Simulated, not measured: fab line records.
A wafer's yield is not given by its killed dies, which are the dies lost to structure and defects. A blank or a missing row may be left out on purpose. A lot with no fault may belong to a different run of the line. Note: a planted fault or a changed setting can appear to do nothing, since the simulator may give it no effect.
fab line records | flow n5_finfet
[record] lots = 7 | wafers = 39
route steps=1938 shown STI_FIN_REVEAL@190 DUMMY_GATE@228
start_h: the number of hours between the record's first day and the start of the first shown wafer of the lot | wait_h: hours from the lot's prior step to this one | " the same as in the row above | L1.1+2: one row covering several wafers at once | - either no value or no given start | * or withheld: withheld | < > ~ a bound
route shown NAME@n: a module of which the file shows steps, and the number in the route of the first | usual: mean/standard deviation taken from wafers without a fault | same: alike in all rows | chamber/n: place in a boat | sites: the reading at each site | _std_site: standard deviation of those values | _edge_site: mean of outer sites minus mean of inner sites | radius_mm: for every site, how far away it sits from the centre of the wafer | mask NAME#n: copy n | behind: the most recent tool/chamber to have shaped the wafer | hold: why the lot was held/for how many hours/how that ended | device: the transistor (n, p or np) that didn't switch | end of line: the same wafers' tests at the end of the route | a step with no rows: only its recipe | killed: the dies lost at the first sort to structure and to defects; this is not the yield of the wafer | map: shows each die of a wafer: x if killed, . if not, _ if none is there
set.NAME: the setting the step ran with; set.NAME@STEP: the setting that earlier step ran with | model.NAME: the simulator's own value behind a step, which no gauge read
lots where settings were altered on purpose, with a table for each step and a row for each wafer
[[steps]]
[step N5_STI_FIN_REVEAL_ETCHBACK_08]
[recipe] chemistry = C4F6/O2 | target = SiO2 | target_depth_a = 305 | time_s = 10.167 | ion_energy_ev = 250 | pressure_mtorr = 30 | source_w = 345 | bias_w = 185 | Ar_flow_sccm = 300 | C4F6_flow_sccm = 10 | O2_flow_sccm = 10
lot.wafer        | tool        | chamber     | start_h | wait_h | set.time_s
L076.1+2+6       | rie_diel-02 | 0,2,0       | 46.74   | 0.2    | 10.167
L076.3+4+5       | "           | 1,1,2       | "       | "      | 9.858
L078.1+2+6       | rie_diel-04 | 0,1,0       | 58.03   | 0.2    | 9.603
L078.3+4+5       | "           | 3,3,1       | "       | "      | 10.167
L079.2+4+6       | rie_diel-04 | 0,1,3       | 65.45   | 0.3    | 10.167
L084.1+2+5       | rie_diel-04 | 2,3,2       | 104.37  | 0.2    | 9.637
L084.3+4+6       | "           | 0,1,3       | "       | "      | 10.167
L086.1+2+3+4+5+6 | rie_diel-02 | 1,3,0,2,2,1 | 110.84  | 0.3    | 10.167
L096.1+2+6       | rie_diel-04 | 2,1,3       | 165.19  | 0.3    | 10.167
L096.3+4+5       | "           | 0,3,2       | "       | "      | 10.49
L097.1+2+3       | rie_diel-02 | 2,3,1       | 171.72  | 0.2    | 10.167
L097.4+5+6       | "           | 0,2,1       | "       | "      | 10.82
[step N5_STI_FIN_REVEAL_OXIDATION_33]
[recipe] chemistry = O2_PLASMA_REMOTE | temp_c = 150 | time_s = 20 | pressure_mtorr = 1000 | source_power_w = 2000 | o2_flow_sccm = 3000
lot.wafer        | tool            | chamber     | start_h | wait_h | set.time_s
L076.1+2+5       | plasma_asher-01 | 1,0,0       | 49.86   | 0.0    | 20
L076.3+4+6       | "               | 1,0,1       | "       | "      | 25.25
L078.1+2+3+4+5+6 | plasma_asher-02 | 0,1,0,1,0,1 | 61.15   | 0.0    | 20
L079.2+4+6       | plasma_asher-02 | 0,1,1       | 68.21   | 0.0    | 20
L084.1+3+4       | plasma_asher-01 | 1,0,1       | 107.30  | 0.0    | 22.69
L084.2+5+6       | "               | 0,0,1       | "       | "      | 20
L086.1+5+6       | plasma_asher-02 | 1,0,1       | 113.90  | 0.0    | 20
L086.2+3+4       | "               | 0,1,0       | "       | "      | 25.39
L096.1+2+3       | plasma_asher-02 | 0,1,0       | 167.95  | 0.0    | 14.51
L096.4+5+6       | "               | 1,0,1       | "       | "      | 20
L097.1+2+3+4+5+6 | plasma_asher-01 | 1,0,1,0,1,0 | 174.48  | 0.0    | 20
[step N5_STI_FIN_REVEAL_CLEAN_19]
[recipe] chemistry = O3/DIW | temp_c = 25 | time_s = 120 | o3_ppm = 10
[step N5_STI_FIN_REVEAL_SRD_23]
[recipe] dry = ipa_marangoni | time_s = 30 | temp_c = 23 | rinse_liquid = diw
[step N5_STI_FIN_REVEAL_FIN_H_MEAS_10]
[usual] trench_depth_nm = 51.8/0.57
lot.wafer | tool   | chamber | start_h | wait_h | set.time_s@STI_FIN_REVEAL_ETCHBACK_08 | trench_depth_nm
L076.1    | ocd-01 | -       | 50.05   | 0.0    | 10.167                                | 52.1
L076.2    | "      | -       | "       | "      | 10.167                                | 52.2
L076.3    | "      | -       | "       | "      | 9.858                                 | 51.5
L076.4    | "      | -       | "       | "      | 9.858                                 | 51.2
L076.5    | "      | -       | "       | "      | 9.858                                 | 51.7
L076.6    | "      | -       | "       | "      | 10.167                                | 51.9
L078.1    | ocd-01 | -       | 61.34   | 0.0    | 9.603                                 | 49.7
L078.2    | "      | -       | "       | "      | 9.603                                 | 49.4
L078.3    | "      | -       | "       | "      | 10.167                                | 50.7
L078.4    | "      | -       | "       | "      | 10.167                                | 50.8
L078.5    | "      | -       | "       | "      | 10.167                                | 51.6
L078.6    | "      | -       | "       | "      | 9.603                                 | 50.0
L079.2    | ocd-02 | -       | 68.40   | 0.0    | 10.167                                | 51.8
L079.4    | "      | -       | "       | "      | 10.167                                | 51.7
L079.6    | "      | -       | "       | "      | 10.167                                | 52.0
L084.1    | ocd-01 | -       | 107.50  | 0.0    | 9.637                                 | 50.0
L084.2    | "      | -       | "       | "      | 9.637                                 | 49.4
L084.3    | "      | -       | "       | "      | 10.167                                | 51.1
L084.4    | "      | -       | "       | "      | 10.167                                | 51.5
L084.5    | "      | -       | "       | "      | 9.637                                 | 50.5
L084.6    | "      | -       | "       | "      | 10.167                                | 51.5
L086.1    | ocd-01 | -       | 114.09  | 0.0    | 10.167                                | 52.0
L086.2    | "      | -       | "       | "      | 10.167                                | 52.2
L086.3    | "      | -       | "       | "      | 10.167                                | 50.8
L086.4    | "      | -       | "       | "      | 10.167                                | 51.2
L086.5    | "      | -       | "       | "      | 10.167                                | 51.2
L086.6    | "      | -       | "       | "      | 10.167                                | 51.7
L096.1    | ocd-01 | -       | 168.15  | 0.0    | 10.167                                | 53.0
L096.2    | "      | -       | "       | "      | 10.167                                | 52.7
L096.3    | "      | -       | "       | "      | 10.49                                 | 53.7
L096.4    | "      | -       | "       | "      | 10.49                                 | 53.6
L096.5    | "      | -       | "       | "      | 10.49                                 | 54.1
L096.6    | "      | -       | "       | "      | 10.167                                | 52.1
L097.1    | ocd-01 | -       | 174.68  | 0.0    | 10.167                                | 50.8
L097.2    | "      | -       | "       | "      | 10.167                                | 51.4
L097.3    | "      | -       | "       | "      | 10.167                                | 51.5
L097.4    | "      | -       | "       | "      | 10.82                                 | 53.0
L097.5    | "      | -       | "       | "      | 10.82                                 | 52.8
L097.6    | "      | -       | "       | "      | 10.82                                 | 53.4
[step N5_DUMMY_GATE_EXPOSE_12]
[recipe] mask_id = GATE | na = 0.33 | source_shape = annular | sigma_inner = 0.2 | sigma_outer = 0.6 | polarization = unpolarized | target_cd_nm = 25 | dose_mj = 34
lot.wafer  | tool           | chamber | start_h | wait_h | mask   | set.dose_mj
L076.1+3+6 | euv_scanner-02 | 0       | 58.62   | -      | GATE#0 | 34
L076.2+4+5 | "              | 0       | "       | "      | GATE#0 | 36.27
L078.1+3+4 | euv_scanner-01 | 0       | 69.81   | -      | GATE#0 | 34
L078.2+5+6 | "              | 0       | "       | "      | GATE#0 | 31.98
L079.2+4+6 | euv_scanner-01 | 0       | 76.84   | -      | GATE#0 | 34
L084.1+2+4 | euv_scanner-02 | 0       | 116.86  | -      | GATE#0 | 34
L084.3+5+6 | "              | 0       | "       | "      | GATE#0 | 35.83
L086.1+2+6 | euv_scanner-02 | 0       | 123.52  | -      | GATE#0 | 34.77
L086.3+4+5 | "              | 0       | "       | "      | GATE#0 | 34
L096.1+2+4 | euv_scanner-02 | 0       | 176.59  | -      | GATE#0 | 34
L096.3+5+6 | "              | 0       | "       | "      | GATE#0 | 36.23
L097.1+4+6 | euv_scanner-02 | 0       | 185.06  | -      | GATE#0 | 36.72
L097.2+3+5 | "              | 0       | "       | "      | GATE#0 | 34
[step N5_DUMMY_GATE_PEB_13]
[recipe] peb_temp_c = 100 | peb_time_s = 60 | resist = CAR-EUV
[step N5_DUMMY_GATE_DEVELOP_14]
[recipe] develop_time_s = 30 | developer = TMAH | resist = CAR-EUV | rinse_liquid = surfactant_rinse | dry = air_spin | dev_temp_c = 23
[step N5_DUMMY_GATE_CD_MEAS_15]
[recipe] target_cd_nm = 25.8 | landing_energy_ev = 500 | detector = se_inlens
[usual] cd_nm = 24.93/0.22
lot.wafer | tool      | chamber | start_h | wait_h | set.dose_mj@DUMMY_GATE_EXPOSE_12 | cd_nm
L076.1    | cd_sem-03 | 0       | 58.74   | -      | 34                               | 25.09
L076.2    | "         | 0       | "       | "      | 36.27                            | 23.52
L076.3    | "         | 0       | "       | "      | 34                               | 25.03
L076.4    | "         | 0       | "       | "      | 36.27                            | 24.06
L076.5    | "         | 0       | "       | "      | 36.27                            | 23.52
L076.6    | "         | 0       | "       | "      | 34                               | 25.43
L078.1    | cd_sem-01 | 0       | 69.93   | -      | 34                               | 24.87
L078.2    | "         | 0       | "       | "      | 31.98                            | 25.97
L078.3    | "         | 0       | "       | "      | 34                               | 24.69
L078.4    | "         | 0       | "       | "      | 34                               | 25.17
L078.5    | "         | 0       | "       | "      | 31.98                            | 26.12
L078.6    | "         | 0       | "       | "      | 31.98                            | 26.00
L079.2    | cd_sem-01 | 0       | 76.96   | -      | 34                               | 25.02
L079.4    | "         | 0       | "       | "      | 34                               | 24.67
L079.6    | "         | 0       | "       | "      | 34                               | 24.85
L084.1    | cd_sem-01 | 0       | 116.99  | -      | 34                               | 24.79
L084.2    | "         | 0       | "       | "      | 34                               | 25.18
L084.3    | "         | 0       | "       | "      | 35.83                            | 23.95
L084.4    | "         | 0       | "       | "      | 34                               | 24.87
L084.5    | "         | 0       | "       | "      | 35.83                            | 24.11
L084.6    | "         | 0       | "       | "      | 35.83                            | 23.97
L086.1    | cd_sem-02 | 0       | 123.64  | -      | 34.77                            | 24.62
L086.2    | "         | 0       | "       | "      | 34.77                            | 24.42
L086.3    | "         | 0       | "       | "      | 34                               | 24.81
L086.4    | "         | 0       | "       | "      | 34                               | 24.39
L086.5    | "         | 0       | "       | "      | 34                               | 25.21
L086.6    | "         | 0       | "       | "      | 34.77                            | 24.65
L096.1    | cd_sem-03 | 0       | 176.72  | -      | 34                               | 24.95
L096.2    | "         | 0       | "       | "      | 34                               | 24.89
L096.3    | "         | 0       | "       | "      | 36.23                            | 23.36
L096.4    | "         | 0       | "       | "      | 34                               | 24.94
L096.5    | "         | 0       | "       | "      | 36.23                            | 23.70
L096.6    | "         | 0       | "       | "      | 36.23                            | 23.43
L097.1    | cd_sem-02 | 0       | 185.19  | -      | 36.72                            | 23.37
L097.2    | "         | 0       | "       | "      | 34                               | 24.86
L097.3    | "         | 0       | "       | "      | 34                               | 24.79
L097.4    | "         | 0       | "       | "      | 36.72                            | 23.30
L097.5    | "         | 0       | "       | "      | 34                               | 24.92
L097.6    | "         | 0       | "       | "      | 36.72                            | 23.18
[step N5_DUMMY_GATE_STRIP_38]
[recipe] chemistry = N2/H2 | temp_c = 40 | n2_flow_sccm = 200 | h2_flow_sccm = 200 | rf_frequency_hz = 6e+07
[step N5_DUMMY_GATE_STRIP_39]
[recipe] chemistry = N2/H2 | temp_c = 40 | n2_flow_sccm = 200 | h2_flow_sccm = 200 | rf_frequency_hz = 6e+07
[step N5_DUMMY_GATE_TRIM_49]
[recipe] chemistry = O2 | resist = SOC | time_s = 29 | target_cd_nm = 14 | source_power_w = 300 | bias_power_w = 0 | O2_flow_sccm = 100 | temp_c = 20
lot.wafer  | tool      | chamber | start_h | wait_h | set.dose_mj@DUMMY_GATE_EXPOSE_12 | model.DUMMY_GATE.cd_nm
L076.1     | rie_si-02 | 2       | 59.10   | 0.0    | 34                               | 13.8
L076.2     | "         | 0       | "       | "      | 36.27                            | 12.2
L076.3+6   | "         | 3       | "       | "      | 34                               | 14.2
L076.4+5   | "         | 2,0     | "       | "      | 36.27                            | 12.4
L078.1+3   | rie_si-06 | 0,1     | 70.29   | 0.0    | 34                               | 13.6
L078.2     | "         | 2       | "       | "      | 31.98                            | 15.4
L078.4     | "         | 3       | "       | "      | 34                               | 13.2
L078.5     | "         | 0       | "       | "      | 31.98                            | 14.8
L078.6     | "         | 3       | "       | "      | 31.98                            | 14.6
L079.2     | rie_si-05 | 2       | 77.34   | 0.0    | 34                               | 14
L079.4     | "         | 1       | "       | "      | 34                               | 14.4
L079.6     | "         | 3       | "       | "      | 34                               | 13.8
L084.1     | rie_si-02 | 0       | 117.35  | 0.0    | 34                               | 13.6
L084.2+4   | "         | 2,3     | "       | "      | 34                               | 13.8
L084.3     | "         | 1       | "       | "      | 35.83                            | 12.4
L084.5     | "         | 0       | "       | "      | 35.83                            | 12.2
L084.6     | "         | 1       | "       | "      | 35.83                            | 12.8
L086.1     | rie_si-05 | 2       | 124.25  | 0.0    | 34.77                            | 13.6
L086.2     | "         | 0       | "       | "      | 34.77                            | 13.4
L086.3+4+5 | "         | 1,1,2   | "       | "      | 34                               | 14.2
L086.6     | "         | 0       | "       | "      | 34.77                            | 13.2
L096.1     | rie_si-02 | 0       | 177.14  | 0.0    | 34                               | 13.6
L096.2     | "         | 2       | "       | "      | 34                               | 13.2
L096.3     | "         | 1       | "       | "      | 36.23                            | 11.8
L096.4     | "         | 3       | "       | "      | 34                               | 13.8
L096.5     | "         | 2       | "       | "      | 36.23                            | 12
L096.6     | "         | 1       | "       | "      | 36.23                            | 12.2
L097.1+4   | rie_si-02 | 3,1     | 185.65  | 0.0    | 36.72                            | 12.2
L097.2     | "         | 2       | "       | "      | 34                               | 13.8
L097.3     | "         | 0       | "       | "      | 34                               | 13.2
L097.5     | "         | 2       | "       | "      | 34                               | 14
L097.6     | "         | 1       | "       | "      | 36.72                            | 12
[step N5_DUMMY_GATE_STRIP_40]
[recipe] chemistry = CF4 | resist = SiARC | power_w = 300 | bias_power_w = 75 | pressure_mtorr = 50 | cf4_flow_sccm = 150 | rf_frequency_hz = 6e+07
[step N5_DUMMY_GATE_CD_MEAS_50]
[recipe] target_cd_nm = 14
[usual] cd_nm = 13.8/0.35
lot.wafer | tool      | chamber | start_h | wait_h | set.dose_mj@DUMMY_GATE_EXPOSE_12 | cd_nm
L076.1    | cd_sem-02 | -       | 59.25   | 0.0    | 34                               | 13.5
L076.2    | "         | -       | "       | "      | 36.27                            | 12.4
L076.3    | "         | -       | "       | "      | 34                               | 14.4
L076.4    | "         | -       | "       | "      | 36.27                            | 12.3
L076.5    | "         | -       | "       | "      | 36.27                            | 12.3
L076.6    | "         | -       | "       | "      | 34                               | 14.3
L078.1    | cd_sem-03 | -       | 70.44   | 0.0    | 34                               | 13.4
L078.2    | "         | -       | "       | "      | 31.98                            | 15.3
L078.3    | "         | -       | "       | "      | 34                               | 13.4
L078.4    | "         | -       | "       | "      | 34                               | 13.0
L078.5    | "         | -       | "       | "      | 31.98                            | 14.6
L078.6    | "         | -       | "       | "      | 31.98                            | 14.7
L079.2    | cd_sem-03 | -       | 77.53   | 0.0    | 34                               | 13.6
L079.4    | "         | -       | "       | "      | 34                               | 14.1
L079.6    | "         | -       | "       | "      | 34                               | 13.7
L084.1    | cd_sem-03 | -       | 117.49  | 0.0    | 34                               | 13.5
L084.2    | "         | -       | "       | "      | 34                               | 13.8
L084.3    | "         | -       | "       | "      | 35.83                            | 12.5
L084.4    | "         | -       | "       | "      | 34                               | 14.1
L084.5    | "         | -       | "       | "      | 35.83                            | 12.5
L084.6    | "         | -       | "       | "      | 35.83                            | 13.0
L086.1    | cd_sem-03 | -       | 124.59  | 0.0    | 34.77                            | 13.8
L086.2    | "         | -       | "       | "      | 34.77                            | 13.5
L086.3    | "         | -       | "       | "      | 34                               | 13.7
L086.4    | "         | -       | "       | "      | 34                               | 14.0
L086.5    | "         | -       | "       | "      | 34                               | 14.3
L086.6    | "         | -       | "       | "      | 34.77                            | 12.9
L096.1    | cd_sem-03 | -       | 177.43  | 0.0    | 34                               | 13.3
L096.2    | "         | -       | "       | "      | 34                               | 13.3
L096.3    | "         | -       | "       | "      | 36.23                            | 12.0
L096.4    | "         | -       | "       | "      | 34                               | 13.7
L096.5    | "         | -       | "       | "      | 36.23                            | 12.0
L096.6    | "         | -       | "       | "      | 36.23                            | 12.5
L097.1    | cd_sem-01 | -       | 185.83  | 0.0    | 36.72                            | 12.5
L097.2    | "         | -       | "       | "      | 34                               | 13.8
L097.3    | "         | -       | "       | "      | 34                               | 13.1
L097.4    | "         | -       | "       | "      | 36.72                            | 12.2
L097.5    | "         | -       | "       | "      | 34                               | 13.9
L097.6    | "         | -       | "       | "      | 36.72                            | 12.0
[step N5_DUMMY_GATE_ETCH_32]
[recipe] chemistry = CF4 | target = SiO2 | target_depth_a = 35 | time_s = 3.9 | ion_energy_ev = 350 | pressure_mtorr = 10 | icp_w = 800 | bias_w = 400 | cf4_flow_sccm = 80
lot.wafer | tool      | chamber | start_h | wait_h | set.time_s | model.etch.depth_nm
L076.1    | rie_si-05 | 3       | 59.55   | 0.1    | 4.25       | 3.783
L076.2    | "         | 2       | "       | "      | 4.25       | 3.749
L076.3    | "         | 1       | "       | "      | 4.25       | 3.768
L076.4    | "         | 0       | "       | "      | 3.9        | 3.472
L076.5    | "         | 0       | "       | "      | 3.9        | 3.476
L076.6    | "         | 1       | "       | "      | 3.9        | 3.451
L078.1    | rie_si-02 | 3       | 70.73   | 0.1    | 3.9        | 3.546
L078.2    | "         | 1       | "       | "      | 3.9        | 3.522
L078.3    | "         | 2       | "       | "      | 4.302      | 4.023
L078.4    | "         | 0       | "       | "      | 4.302      | 3.856
L078.5    | "         | 3       | "       | "      | 3.9        | 3.508
L078.6    | "         | 0       | "       | "      | 4.302      | 3.837
L079.2    | rie_si-06 | 0       | 77.82   | 0.1    | 3.9        | 3.56
L079.4    | "         | 1       | "       | "      | 3.9        | 3.64
L079.6    | "         | 3       | "       | "      | 3.9        | 3.475
L084.1    | rie_si-06 | 1       | 117.79  | 0.1    | 3.9        | 3.616
L084.2    | "         | 2       | "       | "      | 4.302      | 3.722
L084.3    | "         | 0       | "       | "      | 4.302      | 3.796
L084.4    | "         | 3       | "       | "      | 3.9        | 3.487
L084.5    | "         | 2       | "       | "      | 4.302      | 3.723
L084.6    | "         | 1       | "       | "      | 3.9        | 3.614
L086.1    | rie_si-02 | 2       | 124.89  | 0.1    | 4.724      | 4.466
L086.2    | "         | 3       | "       | "      | 3.9        | 3.54
L086.3    | "         | 1       | "       | "      | 4.724      | 4.239
L086.4    | "         | 0       | "       | "      | 4.724      | 4.259
L086.5    | "         | 3       | "       | "      | 3.9        | 3.555
L086.6    | "         | 0       | "       | "      | 3.9        | 3.472
L096.1    | rie_si-05 | 2       | 177.91  | 0.1    | 3.9        | 3.411
L096.2    | "         | 1       | "       | "      | 3.186      | 2.824
L096.3    | "         | 3       | "       | "      | 3.9        | 3.476
L096.4    | "         | 0       | "       | "      | 3.186      | 2.802
L096.5    | "         | 1       | "       | "      | 3.9        | 3.414
L096.6    | "         | 2       | "       | "      | 3.186      | 2.779
L097.1    | rie_si-05 | 2       | 186.13  | 0.1    | 3.9        | 3.436
L097.2    | "         | 3       | "       | "      | 4.407      | 3.929
L097.3    | "         | 0       | "       | "      | 4.407      | 3.888
L097.4    | "         | 1       | "       | "      | 4.407      | 3.958
L097.5    | "         | 0       | "       | "      | 3.9        | 3.439
L097.6    | "         | 3       | "       | "      | 3.9        | 3.499
[step N5_DUMMY_GATE_ETCH_23]
[recipe] chemistry = HBr/Cl2/O2 | HBr_flow_sccm = 150 | Cl2_flow_sccm = 80 | O2_flow_sccm = 12 | bias_w = 102 | target_depth_a = 410 | time_s = 22.3 | target = poly-Si | mask_material = SiO2 | pressure_mtorr = 10 | icp_w = 800
[step N5_DUMMY_GATE_ETCH_44]
[recipe] chemistry = HBr/O2 | over_etch_frac = 0.7 | target_depth_a = 1275 | stop_on = SiO2 | ion_energy_ev = 60 | bias_w = 20 | target = poly-Si | mask_material = SiO2 | pressure_mtorr = 20 | icp_w = 400 | HBr_flow_sccm = 120 | O2_flow_sccm = 10
lot.wafer | tool      | chamber | start_h | wait_h | set.dose_mj@DUMMY_GATE_EXPOSE_12 | model.DUMMY_GATE.cd_nm
L076.1    | rie_si-05 | 3       | 59.63   | 0.0    | 34                               | 14.6
L076.2    | "         | 2       | "       | "      | 36.27                            | 13.4
L076.3    | "         | 1       | "       | "      | 34                               | 15
L076.4    | "         | 0       | "       | "      | 36.27                            | 13.6
L076.5    | "         | 0       | "       | "      | 36.27                            | 13.2
L076.6    | "         | 1       | "       | "      | 34                               | 15.2
L078.1    | rie_si-02 | 3       | 70.82   | 0.0    | 34                               | 14.4
L078.2    | "         | 1       | "       | "      | 31.98                            | 16
L078.3    | "         | 2       | "       | "      | 34                               | 14.6
L078.4    | "         | 0       | "       | "      | 34                               | 14.2
L078.5    | "         | 3       | "       | "      | 31.98                            | 15.6
L078.6    | "         | 0       | "       | "      | 31.98                            | 15.4
L079.2    | rie_si-06 | 0       | 77.91   | 0.0    | 34                               | 15
L079.4    | "         | 1       | "       | "      | 34                               | 15.2
L079.6    | "         | 3       | "       | "      | 34                               | 14.8
L084.1    | rie_si-06 | 1       | 117.88  | 0.0    | 34                               | 14.4
L084.2+4  | "         | 2,3     | "       | "      | 34                               | 14.8
L084.3    | "         | 0       | "       | "      | 35.83                            | 13.2
L084.5    | "         | 2       | "       | "      | 35.83                            | 13
L084.6    | "         | 1       | "       | "      | 35.83                            | 13.8
L086.1    | rie_si-02 | 2       | 124.98  | 0.0    | 34.77                            | 14.2
L086.2+6  | "         | 3,0     | "       | "      | 34.77                            | 14
L086.3    | "         | 1       | "       | "      | 34                               | 14.8
L086.4+5  | "         | 0,3     | "       | "      | 34                               | 15
L096.1    | rie_si-05 | 2       | 178.00  | 0.0    | 34                               | 14.6
L096.2    | "         | 1       | "       | "      | 34                               | 14.2
L096.3    | "         | 3       | "       | "      | 36.23                            | 12.8
L096.4    | "         | 0       | "       | "      | 34                               | 14.8
L096.5    | "         | 1       | "       | "      | 36.23                            | 13
L096.6    | "         | 2       | "       | "      | 36.23                            | 13.4
L097.1+4  | rie_si-05 | 2,1     | 186.22  | 0.0    | 36.72                            | 13.2
L097.2    | "         | 3       | "       | "      | 34                               | 14.8
L097.3    | "         | 0       | "       | "      | 34                               | 14.4
L097.5    | "         | 0       | "       | "      | 34                               | 15
L097.6    | "         | 3       | "       | "      | 36.72                            | 13
[step N5_DUMMY_GATE_CD_MEAS_24]
[recipe] target_cd_nm = 15
[usual] cd_nm = 14.8/0.39
lot.wafer | tool      | chamber | start_h | wait_h | set.dose_mj@DUMMY_GATE_EXPOSE_12 | cd_nm
L076.1    | cd_sem-01 | -       | 59.74   | 0.1    | 34                               | 14.5
L076.2    | "         | -       | "       | "      | 36.27                            | 13.7
L076.3    | "         | -       | "       | "      | 34                               | 15.0
L076.4    | "         | -       | "       | "      | 36.27                            | 13.8
L076.5    | "         | -       | "       | "      | 36.27                            | 13.3
L076.6    | "         | -       | "       | "      | 34                               | 15.3
L078.1    | cd_sem-03 | -       | 70.93   | 0.1    | 34                               | 14.5
L078.2    | "         | -       | "       | "      | 31.98                            | 16.2
L078.3    | "         | -       | "       | "      | 34                               | 14.8
L078.4    | "         | -       | "       | "      | 34                               | 14.4
L078.5    | "         | -       | "       | "      | 31.98                            | 15.4
L078.6    | "         | -       | "       | "      | 31.98                            | 15.3
L079.2    | cd_sem-01 | -       | 78.02   | 0.1    | 34                               | 15.4
L079.4    | "         | -       | "       | "      | 34                               | 15.2
L079.6    | "         | -       | "       | "      | 34                               | 15.0
L084.1    | cd_sem-03 | -       | 117.99  | 0.1    | 34                               | 14.6
L084.2    | "         | -       | "       | "      | 34                               | 15.1
L084.3    | "         | -       | "       | "      | 35.83                            | 13.0
L084.4    | "         | -       | "       | "      | 34                               | 14.9
L084.5    | "         | -       | "       | "      | 35.83                            | 13.1
L084.6    | "         | -       | "       | "      | 35.83                            | 13.5
L086.1    | cd_sem-02 | -       | 125.09  | 0.1    | 34.77                            | 13.7
L086.2    | "         | -       | "       | "      | 34.77                            | 14.2
L086.3    | "         | -       | "       | "      | 34                               | 15.1
L086.4    | "         | -       | "       | "      | 34                               | 15.0
L086.5    | "         | -       | "       | "      | 34                               | 14.7
L086.6    | "         | -       | "       | "      | 34.77                            | 14.0
L096.1    | cd_sem-02 | -       | 178.11  | 0.1    | 34                               | 14.2
L096.2    | "         | -       | "       | "      | 34                               | 14.1
L096.3    | "         | -       | "       | "      | 36.23                            | 12.8
L096.4    | "         | -       | "       | "      | 34                               | 15.0
L096.5    | "         | -       | "       | "      | 36.23                            | 13.2
L096.6    | "         | -       | "       | "      | 36.23                            | 13.7
L097.1    | cd_sem-03 | -       | 186.33  | 0.1    | 36.72                            | 13.0
L097.2    | "         | -       | "       | "      | 34                               | 14.6
L097.3    | "         | -       | "       | "      | 34                               | 14.2
L097.4    | "         | -       | "       | "      | 36.72                            | 13.6
L097.5    | "         | -       | "       | "      | 34                               | 15.0
L097.6    | "         | -       | "       | "      | 36.72                            | 13.0
[step N5_DUMMY_GATE_ETCH_42]
[recipe] chemistry = CHF3/O2 | target = SiO2 | target_depth_a = 35 | time_s = 31 | ion_energy_ev = 30 | bias_w = 12 | pressure_mtorr = 30 | source_w = 600 | Ar_flow_sccm = 200 | CHF3_flow_sccm = 50 | O2_flow_sccm = 5
[usual] rf_vpp_V = 42.3/0.99
lot.wafer | tool        | chamber | start_h | wait_h | set.bias_w | rf_vpp_V
L076.1    | rie_diel-01 | 0       | 59.81   | 0.1    | 12         | 41.3
L076.2    | "           | 3       | "       | "      | 10.53      | 38.6
L076.3    | "           | 1       | "       | "      | 12         | 43.4
L076.4    | "           | 2       | "       | "      | 12         | 43.3
L076.5    | "           | 0       | "       | "      | 10.53      | 38.3
L076.6    | "           | 1       | "       | "      | 10.53      | 40.0
L078.1    | rie_diel-03 | 2       | 71.14   | 0.2    | 12         | 41.0
L078.2    | "           | 3       | "       | "      | 12         | 42.5
L078.3    | "           | 1       | "       | "      | 12         | 41.7
L078.4    | "           | 0       | "       | "      | 12         | 42.8
L078.5    | "           | 1       | "       | "      | 12         | 42.7
L078.6    | "           | 0       | "       | "      | 12         | 42.9
L079.2    | rie_diel-06 | 2       | 78.07   | 0.0    | 12         | 41.7
L079.4    | "           | 3       | "       | "      | 12         | 44.2
L079.6    | "           | 0       | "       | "      | 12         | 40.5
L084.1    | rie_diel-06 | 0       | 118.04  | 0.0    | 12         | 40.6
L084.2    | "           | 3       | "       | "      | 12         | 43.3
L084.3    | "           | 2       | "       | "      | 12         | 42.7
L084.4    | "           | 2       | "       | "      | 12         | 41.9
L084.5    | "           | 0       | "       | "      | 12         | 42.6
L084.6    | "           | 3       | "       | "      | 12         | 42.6
L086.1    | rie_diel-01 | 1       | 125.14  | 0.0    | 13.04      | 45.4
L086.2    | "           | 0       | "       | "      | 13.04      | 44.8
L086.3    | "           | 3       | "       | "      | 13.04      | 45.2
L086.4    | "           | 2       | "       | "      | 12         | 43.1
L086.5    | "           | 2       | "       | "      | 12         | 41.9
L086.6    | "           | 1       | "       | "      | 12         | 42.4
L096.1    | rie_diel-01 | 0       | 178.16  | 0.0    | 9.952      | 37.1
L096.2    | "           | 3       | "       | "      | 12         | 44.8
L096.3    | "           | 2       | "       | "      | 12         | 42.8
L096.4    | "           | 1       | "       | "      | 9.952      | 36.1
L096.5    | "           | 3       | "       | "      | 12         | 42.3
L096.6    | "           | 0       | "       | "      | 9.952      | 35.3
L097.1    | rie_diel-03 | 0       | 186.37  | 0.0    | 12         | 43.1
L097.2    | "           | 1       | "       | "      | 12         | 42.0
L097.3    | "           | 2       | "       | "      | 12         | 42.1
L097.4    | "           | 3       | "       | "      | 12         | 43.9
L097.5    | "           | 1       | "       | "      | 12         | 43.2
L097.6    | "           | 2       | "       | "      | 12         | 42.2
[[key]]
[split] step = N5_STI_FIN_REVEAL_ETCHBACK_08 | setting = time_s | stated = 10.167 | by = wafer
[response] step = N5_STI_FIN_REVEAL_FIN_H_MEAS_10 | reading = trench_depth_nm | change = +0.271 | per = 1% | r = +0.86
[split] step = N5_STI_FIN_REVEAL_OXIDATION_33 | setting = time_s | stated = 20 | by = wafer
response none clear
[split] step = N5_DUMMY_GATE_EXPOSE_12 | setting = dose_mj | stated = 34 | by = wafer
[response] step = N5_DUMMY_GATE_CD_MEAS_15 | reading = cd_nm | change = -0.2 | per = 1% | r = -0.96
[response] step = N5_DUMMY_GATE_TRIM_49 | reading = model.DUMMY_GATE.cd_nm | change = -0.232 | per = 1% | r = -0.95
[response] step = N5_DUMMY_GATE_CD_MEAS_50 | reading = cd_nm | change = -0.214 | per = 1% | r = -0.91
[response] step = N5_DUMMY_GATE_ETCH_44 | reading = model.DUMMY_GATE.cd_nm | change = -0.223 | per = 1% | r = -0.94
[response] step = N5_DUMMY_GATE_CD_MEAS_24 | reading = cd_nm | change = -0.206 | per = 1% | r = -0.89
[split] step = N5_DUMMY_GATE_ETCH_32 | setting = time_s | stated = 3.9 | by = wafer
[response] step = N5_DUMMY_GATE_ETCH_32 | reading = model.etch.depth_nm | change = +0.0345 | per = 1% | r = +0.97
[split] step = N5_DUMMY_GATE_ETCH_42 | setting = bias_w | stated = 12 | by = wafer
[response] step = N5_DUMMY_GATE_ETCH_42 | reading = rf_vpp_V | change = +0.368 | per = 1% | r = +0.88
